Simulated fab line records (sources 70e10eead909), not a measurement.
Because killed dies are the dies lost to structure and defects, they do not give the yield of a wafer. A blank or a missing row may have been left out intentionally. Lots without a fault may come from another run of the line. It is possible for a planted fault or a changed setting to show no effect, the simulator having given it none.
A lot that was struck, set against a sound lot | flow nand harc | 14 out of 1302 route steps
Sound: these wafers, L188.2, L188.4, L188.6. Struck: wafer L194.1 (left out: L194.4, a lot-mate that was not struck); the cause follows at the end.
For every step that has rows: the tool of each side, followed by ch and its chambers, followed by its first start. Under that, the readings that differ: sound wafers | struck wafers | difference of the means | sigmas: that difference in standard deviations of wafers without a fault.
alike: readings whose means differ by less than 2 such deviations, and words and numbers that are the same on both sides. not compared: withheld readings, readings that some wafer has no value for, bounds like >300 that may hide the same value, and numbers for which the record gives no deviation and whose values overlap.
The two part at a step that has a row with sigmas, a row that says differs or no value, or rows on one side only. Non-overlapping numbers with no deviation appear without sigmas and do not part them. A reading that every wafer of one side lacks parts them only if that side has two wafers or more.

first, 9 steps without rows for these wafers: NHARC_A_STAIRCASE_DEHYDRATE_302 (time 120 s); NHARC_A_STAIRCASE_HMDS_303 (time 30 s); NHARC_A_STAIRCASE_COAT_304; NHARC_A_STAIRCASE_SOFTBAKE_305 (time 170 s); NHARC_A_STAIRCASE_EBR_306; NHARC_A_STAIRCASE_EXPOSE_307 (exposes mask CHOP 50); NHARC_A_STAIRCASE_PEB_308 (peb time 130 s); NHARC_A_STAIRCASE_DEVELOP_309 (time 140 s); NHARC_A_STAIRCASE_HARDBAKE_311 (time 140 s).
NHARC_A_STAIRCASE_DESCUM_312: chemistry O2, time 3 s.
  sound on rie diel-01 ch 0,2, day 21 04:35; struck on rie diel-06 ch 2, day 21 20:23
  reading               | sound             | struck | difference | sigmas
  oes product au (a.u.) | 1.005 1.012 1.009 | 0.983  | -0.026     | -2
  alike: chamber pressure mTorr, drypump motor current A, o2 flow sccm, rf vpp V, showerhead plenum p Torr, throttle valve pct
  not compared: rf hours counter h
NHARC_A_STAIRCASE_ETCH_313: etches the open film in CF4/CHF3.
  sound on rie diel-01 ch 0,1,3, day 21 04:41; struck on rie diel-06 ch 3, day 21 20:29
  reading                        | sound                | struck | difference | sigmas
  chamber pressure mTorr (mTorr) | 25.045 25.011 24.975 | 24.964 | -0.046     | -2
  alike: drypump motor current A, oes product au, rf vpp V, showerhead plenum p Torr, throttle valve pct
  not compared: rf hours counter h
NHARC_A_STAIRCASE_HM_OPEN_463: chemistry O2/COS.
  sound on rie diel-01 ch 0,1, day 21 04:48; struck on rie diel-06 ch 3, day 21 20:35
  reading                        | sound                | struck | difference | sigmas
  chamber pressure mTorr (mTorr) | 20.020 20.010 20.026 | 19.954 | -0.065     | -4
  o2 flow sccm (sccm)            | 401.0 399.8 398.8    | 397.0  | -2.9       | -2
  oes product au (a.u.)          | 0.996 0.996 1.003    | 1.322  | +0.324     | +33
  alike: drypump motor current A, rf vpp V, showerhead plenum p Torr, throttle valve pct
  not compared: rf hours counter h
then, 2 steps without rows for these wafers: NHARC_A_STAIRCASE_STRIP_464 (strips in O2/COS); NHARC_END_SORT_01.

## WHERE THEY PART
Last at NHARC_A_STAIRCASE_HM_OPEN_463 as far as this record goes, first at NHARC_A_STAIRCASE_DESCUM_312.

WHY: the cause the simulator had injected
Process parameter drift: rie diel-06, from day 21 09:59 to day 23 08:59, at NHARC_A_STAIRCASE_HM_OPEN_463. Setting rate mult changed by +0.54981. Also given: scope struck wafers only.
